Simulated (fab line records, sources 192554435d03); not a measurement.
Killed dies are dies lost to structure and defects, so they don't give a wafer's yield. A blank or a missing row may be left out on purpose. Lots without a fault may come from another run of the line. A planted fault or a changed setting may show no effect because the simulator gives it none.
Which tool did it? | flow n5_finfet | 9 lots, 27 wafers sampled, at 6 steps of a route of 1938

WHAT THE GAUGES READ, wafer by wafer
N5_BEOL_M4_RC_MEAS_101.
lot  | measured     | on        | DIBL_N (mV/V)
L488 | day 8 13:30  | prober-01 | 36.4 35.6 35.0
L490 | day 9 11:20  | prober-02 | 39.3 36.9 38.1
L492 | day 9 16:02  | prober-02 | 36.1 36.3 36.6
L491 | day 9 17:29  | prober-01 | 36.7 38.2 37.4
L499 | day 11 14:01 | prober-02 | 38.0 36.2 33.9
L503 | day 13 01:37 | prober-02 | 34.4 35.9 34.5
L505 | day 13 08:37 | prober-02 | 34.3 34.2 34.4
L506 | day 13 10:40 | prober-01 | 35.1 36.1 35.9
L504 | day 13 12:47 | prober-01 | 38.1 37.2 38.8

WHICH TOOL RAN EACH LOT (tool, then ch and the chambers of the sampled wafers, then the start)
lot  | N5_BEOL_M4_PECVD_72             | N5_BEOL_M4_SPUTTER_79        | N5_BEOL_M4_ANNEAL_91         | N5_BEOL_M4_ANNEAL_51             | N5_BEOL_M4_CMP_52
L488 | pecvd-01 ch 0,1, day 8 04:25    | pvd_sputter-01, day 8 10:47  | pvd_sputter-01, day 8 11:45  | rtp_anneal-01 ch 0, day 8 12:31  | cmp-03 ch 0,1, day 8 12:53
L490 | pecvd-01 ch 0,2, day 9 03:02    | pvd_sputter-02, day 9 08:40  | pvd_sputter-02, day 9 09:38  | rtp_anneal-02 ch 0, day 9 10:25  | cmp-03 ch 0,1,3, day 9 10:43
L492 | pecvd-04 ch 0,1, day 9 08:20    | pvd_sputter-01, day 9 13:13  | pvd_sputter-01, day 9 14:11  | rtp_anneal-02 ch 0, day 9 15:00  | cmp-03 ch 0,1,2, day 9 15:20
L491 | pecvd-03 ch 0,1,2, day 9 08:37  | pvd_sputter-02, day 9 14:06  | pvd_sputter-02, day 9 15:04  | rtp_anneal-02 ch 0, day 9 16:30  | cmp-02 ch 0,1,3, day 9 16:53
L499 | pecvd-01 ch 0,1, day 11 02:06   | pvd_sputter-01, day 11 11:23 | pvd_sputter-01, day 11 12:21 | rtp_anneal-02 ch 0, day 11 13:07 | cmp-03 ch 0,2,3, day 11 13:28
L503 | pecvd-01 ch 0,1, day 12 06:18   | pvd_sputter-02, day 12 22:50 | pvd_sputter-02, day 12 23:47 | rtp_anneal-02 ch 0, day 13 00:37 | cmp-02 ch 2,3, day 13 00:54
L505 | pecvd-04 ch 0,1, day 12 09:59   | pvd_sputter-02, day 13 05:55 | pvd_sputter-02, day 13 06:52 | rtp_anneal-01 ch 0, day 13 07:43 | cmp-04 ch 0,2,3, day 13 08:03
L506 | pecvd-03 ch 0,1,2, day 12 15:53 | pvd_sputter-02, day 13 07:52 | pvd_sputter-02, day 13 08:50 | rtp_anneal-02 ch 0, day 13 09:40 | cmp-02 ch 0,1,2, day 13 09:55
L504 | pecvd-03 ch 0,1, day 12 17:43   | pvd_sputter-02, day 13 09:57 | pvd_sputter-02, day 13 10:55 | rtp_anneal-02 ch 0, day 13 11:42 | cmp-02 ch 0,2,3, day 13 12:16
- N5_BEOL_M4_PECVD_72: deposits SiO2 from TEOS/O2, target thk 16 nm, time 18 s.
- N5_BEOL_M4_SPUTTER_79: material Cu, target thk 4.5 nm, time 8.29 s.
- N5_BEOL_M4_ANNEAL_91: time 240 s.
- N5_BEOL_M4_ANNEAL_51: time 90 s.
- N5_BEOL_M4_CMP_52: polishes, stops on SiOC, t overpolish 6.8 s, target thk 40 nm.

THE ANSWER, worked out from the rows above alone
Rule: what is usual is taken from the lots themselves. Put in order of their means at a reading, lots are off if they are a third of the lots or fewer, leave a main group of 4 or more, and stand apart from it by a gap of 3 or more times the standard deviation of the main group's means; of several such gaps the widest counts. A main group whose means are all the same, to the digits that the tables above print for the reading, isn't used. A lot without any number at a reading at which 4 lots or more have one is off too. The other lots that the step has rows for count as sound.
No lot is off at any reading shown: from this, nothing can be told.

WHAT THE SIMULATOR HAD PUT IN
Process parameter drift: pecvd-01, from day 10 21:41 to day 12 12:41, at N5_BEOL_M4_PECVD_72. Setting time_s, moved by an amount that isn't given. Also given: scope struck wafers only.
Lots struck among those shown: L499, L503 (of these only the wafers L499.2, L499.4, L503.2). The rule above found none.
